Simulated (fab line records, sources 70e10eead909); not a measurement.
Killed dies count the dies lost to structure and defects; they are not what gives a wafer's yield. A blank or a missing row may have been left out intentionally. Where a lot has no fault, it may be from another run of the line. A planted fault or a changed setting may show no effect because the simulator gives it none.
Matching of chambers -- flow nand harc -- NHARC_A_STAIRCASE_TRIM_229 on rie diel-04 has 4 sister chambers
The step chemistry O2, time 211.2 s. 18 wafers are shown with their chamber, then 9 later ones without.

WAFERS WITH THEIR CHAMBER
wafer,chamber,showerhead plenum p Torr (Torr),drypump motor current A (A),oes product au (a.u.)
L075.1,1,3.77,4.9,1.010
L075.2,3,3.80,5.9,1.003
L075.4,0,3.43,5.7,1.001
L076.1,1,3.77,4.8,1.009
L076.4,0,3.43,5.7,0.997
L076.5,2,3.48,5.6,0.998
L083.1,2,3.47,5.5,0.999
L083.5,0,3.42,5.7,1.017
L083.6,3,3.79,5.9,1.010
L084.3,3,3.79,5.9,0.992
L084.4,2,3.47,5.6,1.001
L084.6,3,3.79,5.9,0.989
L086.1,3,3.79,5.9,1.001
L086.2,0,3.42,5.7,1.004
L086.4,1,3.75,4.8,1.008
L090.2,3,3.78,5.9,1.003
L090.4,1,3.75,4.9,1.009
L090.6,1,3.75,4.8,1.002

SIGNATURES (averages over the wafers above)
reading,chamber 0,chamber 1,chamber 2,chamber 3,scatter within a chamber
showerhead plenum p Torr,3.4250,3.7580,3.4733,3.7900,0.00778
drypump motor current A,5.700,4.840,5.567,5.900,0.0365
oes product au,1.00475,1.00760,0.99933,0.99967,0.0064
Rule: for each reading, subtract the chamber's mean from the wafer's reading, divide by that reading's scatter and square the result; add these up over the readings and take the root, which gives the wafer's distance from the chamber. The wafer belongs to the nearest chamber; if the next one is less than 2 further off, it can't be placed. The scatter: take each reading less its chamber's mean, square it, sum over the shown wafers, divide by the number of wafers less the number of chambers, and take the root.

WAFERS MISSING THEIR CHAMBER
wafer,showerhead plenum p Torr (Torr),drypump motor current A (A),oes product au (a.u.)
L092.3,3.41,5.7,1.004
L092.4,3.74,4.8,0.996
L092.5,3.74,4.9,0.991
L094.2,3.46,5.5,0.995
L094.3,3.74,4.8,0.994
L094.4,3.78,5.9,1.009
L097.2,3.76,5.9,1.003
L097.4,3.73,4.8,0.987
L097.6,3.45,5.6,1.002

EACH ONE'S CHAMBER
wafer,from the rows above,in truth
L092.3,0,0
L092.4,1,1
L092.5,1,1
L094.2,2,2
L094.3,1,1
L094.4,3,3
L097.2,3,3
L097.4,1,1
L097.6,can't be placed: 2 or 0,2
8 of 9 placed correctly. From these rows, 1 cannot be placed; in 1 the true chamber is one of the candidates. 0 placed wrongly.
